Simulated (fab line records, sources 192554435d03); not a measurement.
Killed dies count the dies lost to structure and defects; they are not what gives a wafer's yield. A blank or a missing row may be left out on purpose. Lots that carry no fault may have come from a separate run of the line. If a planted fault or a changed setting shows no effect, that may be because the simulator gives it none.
Chamber matching + flow n5-finfet + ald-sin-01 running N5_MOL_CONTACT_COAG_ALD_123: 4 sister chambers
The step deposits SiNx, target thk 5 nm, pulse time 1 s, purge time 2 s. 20 wafers are shown with their chamber, then 10 later ones without.

== WAFERS, EACH WITH ITS CHAMBER ==
| wafer  | chamber | heater-power-w (W) | chamber-pressure-Torr (Torr) | precursor-pulse-height-rel |
|--------|---------|--------------------|------------------------------|----------------------------|
| L077.3 | 2       | 777                | 2.004                        | 0.986                      |
| L077.5 | 0       | 843                | 1.999                        | 1.035                      |
| L077.6 | 3       | 767                | 1.991                        | 1.002                      |
| L079.2 | 3       | 773                | 2.007                        | 0.994                      |
| L079.3 | 1       | 964                | 2.002                        | 0.989                      |
| L079.4 | 2       | 782                | 1.998                        | 1.005                      |
| L080.2 | 1       | 985                | 2.001                        | 0.979                      |
| L080.3 | 2       | 761                | 2.003                        | 0.975                      |
| L080.5 | 3       | 774                | 1.997                        | 1.026                      |
| L084.2 | 3       | 739                | 2.002                        | 0.991                      |
| L084.4 | 1       | 952                | 1.998                        | 1.003                      |
| L084.5 | 0       | 861                | 2.004                        | 1.060                      |
| L089.2 | 0       | 844                | 2.006                        | 0.989                      |
| L089.4 | 2       | 781                | 2.007                        | 0.979                      |
| L089.6 | 0       | 848                | 1.999                        | 0.967                      |
| L091.1 | 1       | 983                | 2.001                        | 1.012                      |
| L091.2 | 3       | 782                | 1.991                        | 0.997                      |
| L091.4 | 1       | 986                | 1.998                        | 0.999                      |
| L092.1 | 1       | 964                | 2.001                        | 0.974                      |
| L092.4 | 3       | 805                | 1.993                        | 1.012                      |

SIGNATURES (means of the wafers above)
| reading                    | chamber 0 | chamber 1 | chamber 2 | chamber 3 | scatter within a chamber |
|----------------------------|-----------|-----------|-----------|-----------|--------------------------|
| heater-power-w             | 849.00    | 972.33    | 775.25    | 773.33    | 15.4                     |
| chamber-pressure-Torr      | 2.00200   | 2.00017   | 2.00300   | 1.99683   | 0.00439                  |
| precursor-pulse-height-rel | 1.01275   | 0.99267   | 0.98625   | 1.00367   | 0.0222                   |
Rule: for each reading, subtract the chamber's mean from the wafer's reading, divide by that reading's scatter and square the result; add these up over the readings and take the root, which gives the wafer's distance from the chamber. The wafer belongs to the nearest chamber; if the next one is less than 2 further off, it can't be placed. The scatter: the root of (the sum of the squares of (reading less its chamber's mean) over the shown wafers, divided by (wafers less chambers)).

== WAFERS MISSING THEIR CHAMBER ==
| wafer  | heater-power-w (W) | chamber-pressure-Torr (Torr) | precursor-pulse-height-rel |
|--------|--------------------|------------------------------|----------------------------|
| L092.6 | 957                | 2.004                        | 0.950                      |
| L093.1 | 781                | 1.998                        | 1.044                      |
| L093.5 | 766                | 1.998                        | 1.007                      |
| L093.6 | 981                | 2.005                        | 0.979                      |
| L094.2 | 791                | 1.999                        | 0.985                      |
| L094.3 | 788                | 1.994                        | 0.984                      |
| L094.4 | 985                | 2.003                        | 1.012                      |
| L097.1 | 794                | 1.998                        | 1.003                      |
| L097.2 | 836                | 2.000                        | 0.973                      |
| L097.4 | 779                | 1.998                        | 1.021                      |

== THE CHAMBER EACH PASSED THROUGH ==
| wafer  | from the rows above     | in truth |
|--------|-------------------------|----------|
| L092.6 | 1                       | 1        |
| L093.1 | can't be placed: 3 or 2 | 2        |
| L093.5 | can't be placed: 3 or 2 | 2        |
| L093.6 | 1                       | 1        |
| L094.2 | can't be placed: 2 or 3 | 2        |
| L094.3 | can't be placed: 3 or 2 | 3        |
| L094.4 | 1                       | 1        |
| L097.1 | can't be placed: 3 or 2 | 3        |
| L097.2 | 0                       | 0        |
| L097.4 | can't be placed: 3 or 2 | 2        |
Placed correctly: 4 of 10. Unplaceable from these rows: 6, with the true chamber sitting among the candidates in 6. Placed wrongly: 0.
